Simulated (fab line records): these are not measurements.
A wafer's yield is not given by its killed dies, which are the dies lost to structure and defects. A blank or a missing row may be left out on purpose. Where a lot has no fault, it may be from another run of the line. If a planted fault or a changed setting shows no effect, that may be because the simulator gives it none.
fab line records :: flow nandHarc
record
  lots=5
  wafers=15
  lastDay=32
route steps=1302 shown A_DECK1_JOINT@535 A_ONON_D2@545 END@1302
lots untouched by any fault: they come from a run of this same line in which no faults occurred
startH: hours from the record's first day to the start of the lot's first wafer shown :: waitH: time in hours since the lot's previous step :: " unchanged from the row above :: L1.1+2: several wafers, shown together as one row :: - no value present, or no start provided :: * or withheld: withheld :: < > ~ a bound
route shown NAME@n: names a module that has steps shown in the file, with the first one's number in the route :: usual: mean and standard deviation over wafers with no fault :: same: alike in all rows :: chamber/n: place in a boat :: sites: the reading at each site :: _std_site: the values' standard deviation :: _edge_site: inner sites' mean taken away from outer sites' mean :: radiusMm: how far each site lies from the wafer's centre :: mask NAME#n: copy n :: behind: tool/chamber where the wafer was last shaped :: hold: cause of the lot's hold/its duration in hours/its outcome :: device: names the non-switching transistor (n, p or np) :: end of line: the route-end tests of the same wafers :: for a step that has no rows: nothing shown but its recipe :: killed: count of dies lost to structure and defects at first sort (not the wafer's yield) :: map: a wafer's dies, x killed, . not, _ none there
set.NAME: the setting the step ran with; set.NAME@STEP: the setting that earlier step ran with :: model.NAME: the simulator's own value behind a step, which no gauge read
certain route steps with their lots: each step a table, each wafer a row
services: a tool's chamber out of use, with start hour (startH, from the record's first day; less than 0 if before it), hours out, and reason
## steps
# step NHARC_A_DECK1_JOINT_CURE_26
# recipe
  tempC=150
  timeS=32
  pressureAtm=0.395
# step NHARC_A_DECK1_JOINT_ANNEAL_27
# recipe
  tempC=400
  timeS=3600
  idleTempC=300
  rampUpCPerMin=10
  densificationPH2oTorr=640
# step NHARC_A_DECK1_JOINT_ANNEAL_28
# recipe
  tempC=500
  timeS=1800
  idleTempC=400
  rampUpCPerMin=10
  densificationPH2oTorr=640
# step NHARC_A_DECK1_JOINT_ANNEAL_29
# recipe
  tempC=750
  timeS=1800
  idleTempC=500
  rampUpCPerMin=10
  rampDownCPerMin=3
# step NHARC_A_DECK1_JOINT_CMP_02
# recipe
  material=SiOx
# usual
  edgeZonePressureFrac=1.000/0.0052
  motorCurrentA=11.7/1.3
lot.wafer: L742.3
tool: cmp-02
chamber: 0
startH: 282.21
waitH: 0.4
edgeZonePressureFrac: 0.999
motorCurrentA: 15.2

lot.wafer: L742.2
tool: cmp-02
chamber: 3
startH: 282.21
waitH: 0.4
edgeZonePressureFrac: 1.008
motorCurrentA: 12.7

lot.wafer: L742.5
tool: cmp-02
chamber: 1
startH: 282.21
waitH: 0.4
edgeZonePressureFrac: 0.996
motorCurrentA: 11.1

lot.wafer: L750.2
tool: cmp-03
chamber: 0
startH: 359.82
waitH: 0.4
edgeZonePressureFrac: 0.998
motorCurrentA: 10.3

lot.wafer: L750.4
tool: cmp-03
chamber: 2
startH: 359.82
waitH: 0.4
edgeZonePressureFrac: 0.999
motorCurrentA: 10.3

lot.wafer: L750.6
tool: cmp-03
chamber: 1
startH: 359.82
waitH: 0.4
edgeZonePressureFrac: 0.999
motorCurrentA: 11.4

lot.wafer: L759.4
tool: cmp-02
chamber: 2
startH: 447.13
waitH: 0.4
edgeZonePressureFrac: 0.992
motorCurrentA: 11.9

lot.wafer: L759.6
tool: cmp-02
chamber: 3
startH: 447.13
waitH: 0.4
edgeZonePressureFrac: 0.997
motorCurrentA: 11.4

lot.wafer: L759.5
tool: cmp-02
chamber: 0
startH: 447.13
waitH: 0.4
edgeZonePressureFrac: 1.007
motorCurrentA: 14.6

lot.wafer: L761.3
tool: cmp-01
chamber: 1
startH: 461.48
waitH: 0.4
edgeZonePressureFrac: 1.005
motorCurrentA: 10.6

lot.wafer: L761.4
tool: cmp-01
chamber: 2
startH: 461.48
waitH: 0.4
edgeZonePressureFrac: 0.995
motorCurrentA: 11.0

lot.wafer: L761.6
tool: cmp-01
chamber: 0
startH: 461.48
waitH: 0.4
edgeZonePressureFrac: 1.002
motorCurrentA: 11.4

lot.wafer: L763.4
tool: cmp-02
chamber: 2
startH: 484.21
waitH: 0.4
edgeZonePressureFrac: 1.005
motorCurrentA: 11.4

lot.wafer: L763.6
tool: cmp-02
chamber: 0
startH: 484.21
waitH: 0.4
edgeZonePressureFrac: 1.000
motorCurrentA: 15.5

lot.wafer: L763.5
tool: cmp-02
chamber: 1
startH: 484.21
waitH: 0.4
edgeZonePressureFrac: 0.995
motorCurrentA: 11.0
# step NHARC_A_DECK1_JOINT_SRD_15
# step NHARC_A_DECK1_JOINT_DEP_16
# recipe
  targetThkA=450
  tempC=400
  pressureTorr=6.5
  rfW=900
  teosFlowSccm=161.4
  flowSccm=2650
  targetThkNm=45
  gas=O2
  material=SiO2
# usual
  heaterPowerW=534/93
  throttleValvePct=16.3/0.43
lot.wafer: L742.3
tool: pecvd-02
chamber: 1
startH: 282.63
waitH: 0.1
heaterPowerW: 543
throttleValvePct: 16.4

lot.wafer: L742.2
tool: pecvd-02
chamber: 2
startH: 282.63
waitH: 0.1
heaterPowerW: 338
throttleValvePct: 16.1

lot.wafer: L742.5
tool: pecvd-02
chamber: 1
startH: 282.63
waitH: 0.1
heaterPowerW: 551
throttleValvePct: 16.4

lot.wafer: L750.2
tool: pecvd-01
chamber: 2
startH: 360.26
waitH: 0.1
heaterPowerW: 448
throttleValvePct: 16.2

lot.wafer: L750.6
tool: pecvd-01
chamber: 1
startH: 360.26
waitH: 0.1
heaterPowerW: 550
throttleValvePct: 17.0

lot.wafer: L750.4
tool: pecvd-01
chamber: 0
startH: 360.26
waitH: 0.1
heaterPowerW: 611
throttleValvePct: 15.7

lot.wafer: L759.5
tool: pecvd-04
chamber: 2
startH: 447.53
waitH: 0.2
heaterPowerW: 559
throttleValvePct: 16.5

lot.wafer: L759.4
tool: pecvd-04
chamber: 0
startH: 447.53
waitH: 0.2
heaterPowerW: 782
throttleValvePct: 16.6

lot.wafer: L759.6
tool: pecvd-04
chamber: 1
startH: 447.53
waitH: 0.2
heaterPowerW: 509
throttleValvePct: 15.9

lot.wafer: L761.3
tool: pecvd-01
chamber: 1
startH: 461.87
waitH: 0.1
heaterPowerW: 523
throttleValvePct: 17.0

lot.wafer: L761.6
tool: pecvd-01
chamber: 0
startH: 461.87
waitH: 0.1
heaterPowerW: 529
throttleValvePct: 16.1

lot.wafer: L761.4
tool: pecvd-01
chamber: 1
startH: 461.87
waitH: 0.1
heaterPowerW: 511
throttleValvePct: 17.2

lot.wafer: L763.4
tool: pecvd-04
chamber: 1
startH: 484.63
waitH: 0.2
heaterPowerW: 483
throttleValvePct: 15.8

lot.wafer: L763.5
tool: pecvd-04
chamber: 1
startH: 484.63
waitH: 0.2
heaterPowerW: 474
throttleValvePct: 15.9

lot.wafer: L763.6
tool: pecvd-04
chamber: 2
startH: 484.63
waitH: 0.2
heaterPowerW: 445
throttleValvePct: 16.4
# step NHARC_A_DECK1_JOINT_THK_MEAS_17
# recipe
  thkMeasGauge=ellipsometry
# usual
  thkNm=44.7/1.2
lot.wafer: L742.2
tool: filmMetro-02
chamber: -
startH: 282.88
waitH: 0.2
thkNm: 45.1

lot.wafer: L742.3
tool: filmMetro-02
chamber: -
startH: 282.88
waitH: 0.2
thkNm: 43.8

lot.wafer: L742.5
tool: filmMetro-02
chamber: -
startH: 282.88
waitH: 0.2
thkNm: 44.9

lot.wafer: L750.2
tool: filmMetro-02
chamber: -
startH: 360.51
waitH: 0.2
thkNm: 44.4

lot.wafer: L750.4
tool: filmMetro-02
chamber: -
startH: 360.51
waitH: 0.2
thkNm: 45.3

lot.wafer: L750.6
tool: filmMetro-02
chamber: -
startH: 360.51
waitH: 0.2
thkNm: 45.1

lot.wafer: L759.4
tool: filmMetro-02
chamber: -
startH: 447.73
waitH: 0.1
thkNm: 43.5

lot.wafer: L759.5
tool: filmMetro-02
chamber: -
startH: 447.73
waitH: 0.1
thkNm: 45.9

lot.wafer: L759.6
tool: filmMetro-02
chamber: -
startH: 447.73
waitH: 0.1
thkNm: 43.2

lot.wafer: L761.3
tool: filmMetro-02
chamber: -
startH: 462.13
waitH: 0.2
thkNm: 46.3

lot.wafer: L761.4
tool: filmMetro-02
chamber: -
startH: 462.13
waitH: 0.2
thkNm: 45.9

lot.wafer: L761.6
tool: filmMetro-02
chamber: -
startH: 462.13
waitH: 0.2
thkNm: 43.2

lot.wafer: L763.4
tool: filmMetro-02
chamber: -
startH: 484.92
waitH: 0.2
thkNm: 47.8

lot.wafer: L763.5
tool: filmMetro-02
chamber: -
startH: 484.92
waitH: 0.2
thkNm: 45.4

lot.wafer: L763.6
tool: filmMetro-02
chamber: -
startH: 484.92
waitH: 0.2
thkNm: 44.4
# step NHARC_A_DECK1_JOINT_INSPECT_05
# usual
  rawDefectCount=365/150
lot.wafer: L742.2
tool: defectInspect-01
chamber: -
startH: 282.91
waitH: 0.0
rawDefectCount: 220

lot.wafer: L742.3
tool: defectInspect-01
chamber: -
startH: 282.91
waitH: 0.0
rawDefectCount: 250

lot.wafer: L742.5
tool: defectInspect-01
chamber: -
startH: 282.91
waitH: 0.0
rawDefectCount: 195

lot.wafer: L750.2
tool: defectInspect-01
chamber: -
startH: 360.55
waitH: 0.0
rawDefectCount: 310

lot.wafer: L750.4
tool: defectInspect-01
chamber: -
startH: 360.55
waitH: 0.0
rawDefectCount: 404

lot.wafer: L750.6
tool: defectInspect-01
chamber: -
startH: 360.55
waitH: 0.0
rawDefectCount: 356

lot.wafer: L759.4
tool: defectInspect-02
chamber: -
startH: 447.76
waitH: 0.0
rawDefectCount: 275

lot.wafer: L759.5
tool: defectInspect-02
chamber: -
startH: 447.76
waitH: 0.0
rawDefectCount: 435

lot.wafer: L759.6
tool: defectInspect-02
chamber: -
startH: 447.76
waitH: 0.0
rawDefectCount: 366

lot.wafer: L761.3
tool: defectInspect-02
chamber: -
startH: 462.16
waitH: 0.0
rawDefectCount: 275

lot.wafer: L761.4
tool: defectInspect-02
chamber: -
startH: 462.16
waitH: 0.0
rawDefectCount: 377

lot.wafer: L761.6
tool: defectInspect-02
chamber: -
startH: 462.16
waitH: 0.0
rawDefectCount: 285

lot.wafer: L763.4
tool: defectInspect-01
chamber: -
startH: 484.95
waitH: 0.0
rawDefectCount: 236

lot.wafer: L763.5
tool: defectInspect-01
chamber: -
startH: 484.95
waitH: 0.0
rawDefectCount: 154

lot.wafer: L763.6
tool: defectInspect-01
chamber: -
startH: 484.95
waitH: 0.0
rawDefectCount: 224
# step NHARC_A_ONON_D2_DEP_00
# recipe
  targetThkA=10000
  n2FlowSccm=2750
  n2oFlowSccm=2000
  nh3FlowSccm=500
  sih4FlowSccm=210
  tempC=400
# step NHARC_A_ONON_D2_THK_MEAS_02
# recipe
  thkMeasGauge=ellipsometry
# usual
  thkNm=998/9.1
lot.wafer: L742.2
tool: filmMetro-02
chamber: -
startH: 283.49
waitH: -
thkNm: 1003

lot.wafer: L742.3
tool: filmMetro-02
chamber: -
startH: 283.49
waitH: -
thkNm: 1004

lot.wafer: L742.5
tool: filmMetro-02
chamber: -
startH: 283.49
waitH: -
thkNm: 1003

lot.wafer: L750.2
tool: filmMetro-02
chamber: -
startH: 361.12
waitH: -
thkNm: 998

lot.wafer: L750.4
tool: filmMetro-02
chamber: -
startH: 361.12
waitH: -
thkNm: 998

lot.wafer: L750.6
tool: filmMetro-02
chamber: -
startH: 361.12
waitH: -
thkNm: 999

lot.wafer: L759.4
tool: filmMetro-02
chamber: -
startH: 448.34
waitH: -
thkNm: 986

lot.wafer: L759.5
tool: filmMetro-02
chamber: -
startH: 448.34
waitH: -
thkNm: 987

lot.wafer: L759.6
tool: filmMetro-02
chamber: -
startH: 448.34
waitH: -
thkNm: 986

lot.wafer: L761.3
tool: filmMetro-02
chamber: -
startH: 462.73
waitH: -
thkNm: 1010

lot.wafer: L761.4
tool: filmMetro-02
chamber: -
startH: 462.73
waitH: -
thkNm: 1010

lot.wafer: L761.6
tool: filmMetro-02
chamber: -
startH: 462.73
waitH: -
thkNm: 1010

lot.wafer: L763.4
tool: filmMetro-01
chamber: -
startH: 485.53
waitH: -
thkNm: 1006

lot.wafer: L763.5
tool: filmMetro-01
chamber: -
startH: 485.53
waitH: -
thkNm: 1007

lot.wafer: L763.6
tool: filmMetro-01
chamber: -
startH: 485.53
waitH: -
thkNm: 1009
# step NHARC_A_ONON_D2_DEP_03
# recipe
  targetThkA=10000
  n2FlowSccm=2750
  n2oFlowSccm=2000
  nh3FlowSccm=500
  sih4FlowSccm=210
  tempC=400
lot.wafer: L742.2+3+5
tool: pecvdOnon-02
chamber: 0
startH: 283.60
waitH: 0.1

lot.wafer: L750.2+4+6
tool: pecvdOnon-01
chamber: 0
startH: 361.23
waitH: 0.1

lot.wafer: L759.4+5+6
tool: pecvdOnon-01
chamber: 0
startH: 448.58
waitH: 0.2

lot.wafer: L761.3+4+6
tool: pecvdOnon-02
chamber: 0
startH: 462.90
waitH: 0.2

lot.wafer: L763.4+5+6
tool: pecvdOnon-04
chamber: 0
startH: 485.75
waitH: 0.2
# step NHARC_A_ONON_D2_THK_MEAS_05
# recipe
  thkMeasGauge=ellipsometry
# usual
  thkNm=1001/8.8
lot.wafer: L742.2
tool: filmMetro-02
chamber: -
startH: 284.06
waitH: -
thkNm: 1000

lot.wafer: L742.3
tool: filmMetro-02
chamber: -
startH: 284.06
waitH: -
thkNm: 997

lot.wafer: L742.5
tool: filmMetro-02
chamber: -
startH: 284.06
waitH: -
thkNm: 1001

lot.wafer: L750.2
tool: filmMetro-02
chamber: -
startH: 361.69
waitH: -
thkNm: 992

lot.wafer: L750.4
tool: filmMetro-02
chamber: -
startH: 361.69
waitH: -
thkNm: 903

lot.wafer: L750.6
tool: filmMetro-02
chamber: -
startH: 361.69
waitH: -
thkNm: 994

lot.wafer: L759.4
tool: filmMetro-02
chamber: -
startH: 448.92
waitH: -
thkNm: 995

lot.wafer: L759.5
tool: filmMetro-02
chamber: -
startH: 448.92
waitH: -
thkNm: 994

lot.wafer: L759.6
tool: filmMetro-02
chamber: -
startH: 448.92
waitH: -
thkNm: 994

lot.wafer: L761.3
tool: filmMetro-01
chamber: -
startH: 463.30
waitH: -
thkNm: 1003

lot.wafer: L761.4
tool: filmMetro-01
chamber: -
startH: 463.30
waitH: -
thkNm: 1003

lot.wafer: L761.6
tool: filmMetro-01
chamber: -
startH: 463.30
waitH: -
thkNm: 1002

lot.wafer: L763.4
tool: filmMetro-01
chamber: -
startH: 486.09
waitH: -
thkNm: 1002

lot.wafer: L763.5
tool: filmMetro-01
chamber: -
startH: 486.09
waitH: -
thkNm: 1004

lot.wafer: L763.6
tool: filmMetro-01
chamber: -
startH: 486.09
waitH: -
thkNm: 1008
# step NHARC_A_ONON_D2_DEP_06
# recipe
  targetThkA=10000
  n2FlowSccm=2750
  n2oFlowSccm=2000
  nh3FlowSccm=500
  sih4FlowSccm=210
  tempC=400
# step NHARC_END_SORT_01
# recipe
  tempC=25
# usual
  killedAtArray=55/19
  killedAtOther=0.9/1.4
  killedAtPeriphery=3.8/2.9
  killedDies=60/19
  killedOpen=3.3/1.8
  killedShort=2.6/1.6
# same
  grossDies=677
lot.wafer: L750.4
tool: prober-01
chamber: 0
startH: 655.84
waitH: 3.4
killedAtArray: 670
killedAtOther: 2
killedAtPeriphery: 5
killedDies: 677
killedOpen: 6
killedShort: 4
# killed by level:class
L750.4 A_ONON_D2:areaDep=624 A_CHANNEL_HOLE_D2:chamberFilmFlake=23 A_CONTACT:chamberFilmFlake=5 A_ONON_D2:geometricParticle:open=3 A_CHANNEL_FILL_D2:chamberFilmFlake=3 A_SLIT:chamberFilmFlake=3 P_M2:chamberFilmFlake=2 A_CHANNEL_HOLE_D1:chamberFilmFlake=2
# map L750.4 (x killed, . not)
____________x____________
_________xxxxxxx_________
_______xxxxxxxxxxx_______
______xxxxxxxxxxxxx______
_____xxxxxxxxxxxxxxx_____
____xxxxxxxxxxxxxxxxx____
____xxxxxxxxxxxxxxxxx____
___xxxxxxxxxxxxxxxxxxx___
___xxxxxxxxxxxxxxxxxxx___
__xxxxxxxxxxxxxxxxxxxxx__
__xxxxxxxxxxxxxxxxxxxxx__
_xxxxxxxxxxxxxxxxxxxxxxx_
_xxxxxxxxxxxxxxxxxxxxxxx_
_xxxxxxxxxxxxxxxxxxxxxxx_
_xxxxxxxxxxxxxxxxxxxxxxx_
_xxxxxxxxxxxxxxxxxxxxxxx_
xxxxxxxxxxxxxxxxxxxxxxxxx
xxxxxxxxxxxxxxxxxxxxxxxxx
xxxxxxxxxxxxxxxxxxxxxxxxx
xxxxxxxxxxxxxxxxxxxxxxxxx
xxxxxxxxxxxxxxxxxxxxxxxxx
_xxxxxxxxxxxxxxxxxxxxxxx_
_xxxxxxxxxxxxxxxxxxxxxxx_
_xxxxxxxxxxxxxxxxxxxxxxx_
_xxxxxxxxxxxxxxxxxxxxxxx_
_xxxxxxxxxxxxxxxxxxxxxxx_
__xxxxxxxxxxxxxxxxxxxxx__
__xxxxxxxxxxxxxxxxxxxxx__
___xxxxxxxxxxxxxxxxxxx___
___xxxxxxxxxxxxxxxxxxx___
____xxxxxxxxxxxxxxxxx____
____xxxxxxxxxxxxxxxxx____
_____xxxxxxxxxxxxxxx_____
______xxxxxxxxxxxxx______
_______xxxxxxxxxxx_______
_________xxxxxxx_________
____________x____________
# map L759.4 (x killed, . not)
____________.____________
_________......._________
_______..........._______
______.............______
_____..............._____
____................x____
____.................____
___..........x.......x___
___...........x.......___
__.....................__
__....................x__
_x.................x...._
_......................._
_.x..x...............x.._
_x..x.............x..x.x_
_............x......x.xx_
..x................x.xxx.
.x................xxxxx.x
...........x.........xx..
.....................x...
.........x..x.......xxx..
_.........x..........x.._
_......................._
_......................._
_......................._
_.....xx................_
__.....................__
__....xx...............__
___...................___
___...................___
____.................____
____.................____
_____............x.._____
______.............______
_______..........._______
_________......._________
____________.____________
## services
tool: cmp-02
chamber: -
startH: 258.34
hours: 2.0
kind: repair

tool: cmp-01
chamber: -
startH: 262.57
hours: 2.6
kind: repair

tool: pecvd-04
chamber: -
startH: 269.00
hours: 13.0
kind: pm

tool: pecvdOnon-01
chamber: -
startH: 269.40
hours: 13.0
kind: pm

tool: cmp-03
chamber: -
startH: 272.63
hours: 4.0
kind: pm

tool: cmp-03
chamber: -
startH: 278.36
hours: 1.0
kind: repair

tool: cmp-01
chamber: -
startH: 285.71
hours: 4.0
kind: pm

tool: cmp-03
chamber: -
startH: 301.44
hours: 0.4
kind: repair

tool: pecvd-01
chamber: -
startH: 311.00
hours: 13.0
kind: pm

tool: pecvdOnon-04
chamber: -
startH: 312.91
hours: 13.0
kind: pm

tool: pecvd-02
chamber: 2
startH: 329.30
hours: 8.8
kind: repair

tool: cmp-02
chamber: -
startH: 330.59
hours: 4.0
kind: pm

tool: cmp-03
chamber: -
startH: 339.98
hours: 2.3
kind: repair

tool: pecvd-01
chamber: 0
startH: 362.57
hours: 9.0
kind: repair

tool: pecvdOnon-02
chamber: -
startH: 366.78
hours: 13.0
kind: pm

tool: cmp-03
chamber: -
startH: 370.63
hours: 4.0
kind: pm

tool: cmp-03
chamber: -
startH: 377.90
hours: 5.3
kind: repair

tool: cmp-02
chamber: -
startH: 397.16
hours: 0.5
kind: repair

tool: cmp-02
chamber: -
startH: 428.59
hours: 4.0
kind: pm

tool: pecvd-04
chamber: -
startH: 450.00
hours: 13.0
kind: pm

tool: pecvdOnon-01
chamber: -
startH: 450.40
hours: 13.0
kind: pm

tool: cmp-02
chamber: -
startH: 465.44
hours: 1.9
kind: repair

tool: cmp-02
chamber: -
startH: 467.47
hours: 0.8
kind: repair

tool: pecvd-04
chamber: 0
startH: 482.87
hours: 4.0
kind: repair
## key
firstSign
  step=NHARC_A_ONON_D2_THK_MEAS_05
  reading=thkNm
  direction=down
  sigmas=11
  usual=1001
  struck=903
effect
  step=NHARC_END_SORT_01
  reading=killedDies
  direction=up
  sigmas=33
  usual=60
  struck=677
moreKillsBornAt
  NHARC_A_ONON_D2_DEP_03@pecvdOnon-01=624
metAt NHARC_A_ONON_D2_DEP_03
struckWafers L750.4
laterRowsLeftOut L750.4
testerLeftOut L750
fault
  kind=processParameterDrift
  tool=pecvdOnon-01
  chamber=-
  onsetH=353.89
  steps=NHARC_A_ONON_D2_DEP_03
  channel=targetThkA
  offset=*
  shape=step
  endH=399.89
  scope=struckWafersOnly
  actsIn=*
  stated=*
# testerLeftOut: of these lots the tester's yield and bins aren't shown, on N5 and GAA mostly nor the transistor test; their killed dies are dies lost to structure and defects alone, not to doping, threshold or leakage, so they don't give the yield
# laterRowsLeftOut: the simulator's readings of these wafers behind a module that went badly wrong aren't trusted and aren't shown, but for the sort
